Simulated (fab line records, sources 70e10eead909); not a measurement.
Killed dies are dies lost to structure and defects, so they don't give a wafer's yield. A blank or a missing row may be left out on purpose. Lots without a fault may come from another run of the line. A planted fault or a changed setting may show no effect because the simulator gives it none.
Chamber matching | flow nand_harc | NHARC_P_CONTACT_DESCUM_17 on rie_diel-10: 4 sister chambers
The step chemistry O2, time 3 s. 4 wafers are shown with their chamber, then 8 later ones without.

WAFERS WITH THEIR CHAMBER
wafer  | chamber | oes_product_au (a.u.)
L079.4 | 2       | 0.992
L083.1 | 0       | 0.993
L083.4 | 3       | 0.997
L087.1 | 1       | 0.998

WAFERS WITHOUT THEIR CHAMBER
wafer  | oes_product_au (a.u.)
L087.2 | 0.990
L087.4 | 1.011
L090.1 | 0.995
L090.3 | 0.995
L090.5 | 0.988
L096.3 | 1.010
L096.4 | 1.000
L096.5 | 0.993

WHICH CHAMBER EACH WENT THROUGH
wafer  | from the rows above               | in truth
L087.2 | can't be placed: 2 or 0 or 3 or 1 | 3
L087.4 | can't be placed: 1 or 3 or 0 or 2 | 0
L090.1 | can't be placed: 0 or 3 or 1 or 2 | 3
L090.3 | can't be placed: 0 or 3 or 1 or 2 | 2
L090.5 | can't be placed: 2 or 0 or 3 or 1 | 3
L096.3 | can't be placed: 1 or 3 or 0 or 2 | 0
L096.4 | can't be placed: 1 or 3 or 0 or 2 | 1
L096.5 | can't be placed: 0 or 2 or 3 or 1 | 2
Placed correctly: 0 of 8. Can't be placed from these rows: 8 (the true chamber is among the candidates in 8). Placed wrongly: 0.
How it was worked out, from the rows above alone: a wafer's distance from a chamber is the root of the sum, over the readings, of the square of ((its reading less the chamber's mean) divided by the reading's scatter). The wafer belongs to the nearest chamber; if the next one is less than 2 further off, it can't be placed. A chamber's mean is the mean of its shown wafers. The scatter: with one shown wafer a chamber, the root of the mean of the squares of how far each hidden wafer lies from its nearest shown one.
